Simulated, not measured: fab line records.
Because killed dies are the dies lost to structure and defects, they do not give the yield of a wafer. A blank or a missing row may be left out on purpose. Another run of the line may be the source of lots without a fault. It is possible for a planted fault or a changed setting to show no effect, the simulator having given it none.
What tool caused it?    flow nand harc    Sampling: 11 lots, 33 wafers, 5 of 1302 route steps

WHAT EACH GAUGE READ, for each wafer
NHARC_END_SORT_01.
lot   measured      on         defect limited yield (%)
L805  day 24 23:26  prober-02  92.5 92.0 91.6
L813  day 29 00:16  prober-02  92.8 93.5 92.2
L822  day 31 19:05  prober-02  92.3 92.6 94.7

WHICH TOOL RAN EACH LOT (tool, then ch and the chambers of the sampled wafers, then the start)
lot   NHARC_A_BONDPAD_ETCH_24                        NHARC_A_BONDPAD_PVD_17                   NHARC_A_BONDPAD_ANNEAL_28         NHARC_THIN_TSV_ETCHBACK_48
L804  rie diel-06 ch 0,1,3, day 22 21:12 or earlier  pvd sputter-02, day 22 21:12 or earlier  rtp anneal-02 ch 0, day 22 21:12  rie diel-09 ch 0,1,3, day 23 12:39
L805  rie diel-01 ch 0,1,2, day 23 20:31 or earlier  pvd sputter-02, day 23 20:31 or earlier  rtp anneal-02 ch 0, day 23 20:31  rie diel-09 ch 0,1,3, day 24 12:10
L814  rie diel-06 ch 1,2, day 27 09:01 or earlier    pvd sputter-01, day 27 09:01 or earlier  rtp anneal-01 ch 0, day 27 09:01  rie diel-09 ch 1,2, day 28 02:10
L813  rie diel-06 ch 1,2,3, day 27 11:38 or earlier  pvd sputter-01, day 27 11:38 or earlier  rtp anneal-01 ch 0, day 27 11:38  rie diel-09 ch 0,1, day 28 03:23
L816  rie diel-06 ch 1,3, day 28 01:05 or earlier    pvd sputter-02, day 28 01:05 or earlier  rtp anneal-01 ch 0, day 28 01:05  rie diel-09 ch 0,2,3, day 28 16:39
L819  rie diel-01 ch 0,2,3, day 28 17:58 or earlier  pvd sputter-02, day 28 17:58 or earlier  rtp anneal-01 ch 0, day 28 17:58  rie diel-08 ch 1,2,3, day 29 09:34
L818  rie diel-01 ch 0,2,3, day 28 18:27 or earlier  pvd sputter-02, day 28 18:27 or earlier  rtp anneal-01 ch 0, day 28 18:27  rie diel-12 ch 1,2,3, day 29 10:37
L817  rie diel-01 ch 2,3, day 29 00:18 or earlier    pvd sputter-01, day 29 00:18 or earlier  rtp anneal-02 ch 0, day 29 00:18  rie diel-08 ch 0,1, day 29 16:28
L822  rie diel-06 ch 0,2,3, day 30 11:41 or earlier  pvd sputter-01, day 30 11:41 or earlier  rtp anneal-01 ch 0, day 30 11:41  rie diel-12 ch 0,1,3, day 31 03:57
L824  rie diel-06 ch 1,2,3, day 31 15:04 or earlier  pvd sputter-01, day 31 15:04 or earlier  rtp anneal-02 ch 0, day 31 15:04  rie diel-12 ch 2,3, day 32 14:01
L826  rie diel-01 ch 2,3, day 32 14:39 or earlier    pvd sputter-01, day 32 14:39 or earlier  rtp anneal-02 ch 0, day 32 14:39  rie diel-09 ch 0,2, day 33 11:55
- NHARC_A_BONDPAD_ETCH_24: etches the open film in CF4/N2, target depth 30 nm, time 72.99 s.
- NHARC_A_BONDPAD_PVD_17: deposits TaN, target thk 5 nm, time 8.06 s.
- NHARC_A_BONDPAD_ANNEAL_28: time 90 s.
- NHARC_THIN_TSV_ETCHBACK_48: etches the open film in C4F8/Ar, target depth 1028.5 nm, time 405.17 s.

THE ANSWER, worked out from the rows above alone
Rule: what is usual is taken from the lots themselves. Put in order of their means at a reading, lots are off if they are a third of the lots or fewer, leave a main group of 4 or more, and stand apart from it by a gap of 3 or more times the standard deviation of the main group's means; of several such gaps the widest counts. If all means in a main group match to the digits the tables above print for the reading, that group is not used. A lot without any number at a reading at which 4 lots or more have one is off too. All remaining lots with rows at the step are treated as sound.
No lot is off at any reading shown: from this, nothing can be told.

WHAT WAS PUT IN BY THE SIMULATOR
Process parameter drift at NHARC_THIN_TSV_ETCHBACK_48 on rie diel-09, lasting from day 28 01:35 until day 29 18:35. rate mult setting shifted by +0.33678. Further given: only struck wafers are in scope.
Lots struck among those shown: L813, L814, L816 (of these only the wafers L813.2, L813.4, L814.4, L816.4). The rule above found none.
